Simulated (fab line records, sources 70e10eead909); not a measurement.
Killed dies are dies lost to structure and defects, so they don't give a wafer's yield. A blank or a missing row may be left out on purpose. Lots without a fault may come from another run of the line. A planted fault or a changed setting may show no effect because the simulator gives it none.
A struck lot beside a sound one | flow nand_harc | 14 steps out of a route of 1302
Sound: wafers L768.1, L768.2, L768.3. Struck: wafer L781.3. (L781.5, L781.6 of the same lot were not struck and are left out.) The cause comes at the end.
At each step with rows: each side's tool, then ch and its chambers, then its first start. Under that, the readings that differ: sound wafers | struck wafers | difference of the means | sigmas: that difference in standard deviations of wafers without a fault.
alike: readings whose means differ by less than 2 such deviations, and words and numbers that are the same on both sides. not compared: withheld readings, readings that some wafer has no value for, bounds like >300 that may hide the same value, and numbers for which the record gives no deviation and whose values overlap.
The two part at a step that has a row with sigmas, a row that says differs or no value, or rows on one side only. Numbers that don't overlap but have no deviation are shown without sigmas and don't part them. A reading that every wafer of one side lacks parts them only if that side has two wafers or more.

NHARC_A_CHANNEL_HOLE_D2_CD_MEAS_31:
  sound on cd_sem-01, day 17 10:49; struck on cd_sem-03, day 22 10:46
  alike: cd_nm
NHARC_A_CHANNEL_HOLE_D2_XSEM_32:
  sound on xsem-02 ch 0, day 17 10:54; struck on xsem-01 ch 0, day 22 10:52
  reading        | sound          | struck | difference | sigmas
  bot_cd_nm (nm) | 77.8 77.3 74.2 | 73.1   | -3.3       | -3
  bow_nm (nm)    | 8.56 8.58 8.50 | 9.22   | +0.67      | +3
  alike: tilt_deg
NHARC_A_CHANNEL_HOLE_D2_INSPECT_40:
  sound on defect_inspect-01, day 17 11:00; struck on defect_inspect-01, day 22 10:57
  alike: raw_defect_count
then, 3 steps without rows for these wafers: NHARC_A_CHANNEL_FILL_D2_PRECLEAN_00 (cleans in SC1); NHARC_A_CHANNEL_FILL_D2_SRD_01; NHARC_A_CHANNEL_FILL_D2_ALD_02 (deposits SiO2, target thk 6 nm, pulse time 10 s, ald cycles 60).
NHARC_A_CHANNEL_FILL_D2_ALD_03: deposits SiNx, target thk 6 nm, pulse time 60 s, ald cycles 58.
  sound on ald_sin_batch-03 ch 0; struck on ald_sin_batch-02 ch 0
  alike: chamber_pressure_Torr, precursor_pulse_height_rel
NHARC_A_CHANNEL_FILL_D2_ALD_14: deposits SiO2, target thk 2.5 nm, pulse time 10 s, ald cycles 25.
  sound on ald_hk-04 ch 1,2,3, day 17 18:15; struck on ald_hk-04 ch 1, day 22 18:16
  alike: heater_power_w, precursor_pulse_height_rel
then, 1 step without rows for these wafers: NHARC_A_CHANNEL_FILL_D2_ALD_15 (deposits SiNx, target thk 2 nm, pulse time 60 s, ald cycles 19).
NHARC_A_CHANNEL_FILL_D2_ALD_16: deposits SiO2, target thk 1.5 nm, pulse time 10 s, ald cycles 15.
  sound on ald_hk-04 ch 1,2,3, day 17 23:26; struck on ald_hk-01 ch 0, day 22 23:18
  reading            | sound       | struck | difference | sigmas
  heater_power_w (W) | 498 494 374 | 598    | +143       | +2
  alike: precursor_pulse_height_rel
then, 2 steps without rows for these wafers: NHARC_A_CHANNEL_FILL_D2_ANNEAL_17 (time 1800 s); NHARC_A_CHANNEL_FILL_D2_CVD_18 (deposits poly-Si, target thk 3 nm).
NHARC_A_CHANNEL_FILL_D2_ETCHBACK_19: etches the open film in HBr/Cl2, target depth 5 nm, time 1.7 s.
  sound on rie_si-06 ch 1,2,3, day 18 12:44; struck on rie_si-05 ch 1, day 23 12:38
  reading                | sound             | struck | difference | sigmas
  oes_product_au (a.u.)  | 0.986 0.996 1.010 | 0.707  | -0.290     | -41
  rf_hours_counter_h (h) | 1.0 0.9 0.9       | 0.3    | -0.6       |
  alike: drypump_motor_current_A, throttle_valve_pct
NHARC_A_CHANNEL_FILL_D2_ETCHBACK_20: etches the open film in C4F8/O2/Ar, target depth 27 nm, time 13.5 s.
  sound on rie_diel-12 ch 0,1,2, day 18 12:51; struck on rie_diel-11 ch 2, day 23 12:46
  reading                | sound             | struck | difference | sigmas
  oes_product_au (a.u.)  | 1.000 0.988 0.999 | 0.931  | -0.065     | -2
  rf_hours_counter_h (h) | 24 25 17          | 2      | -20        |
  alike: rf_vpp_V

WHERE THEY PART
First at NHARC_A_CHANNEL_HOLE_D2_XSEM_32; last, within this record, at NHARC_A_CHANNEL_FILL_D2_ETCHBACK_20.

WHY: what the simulator had put in
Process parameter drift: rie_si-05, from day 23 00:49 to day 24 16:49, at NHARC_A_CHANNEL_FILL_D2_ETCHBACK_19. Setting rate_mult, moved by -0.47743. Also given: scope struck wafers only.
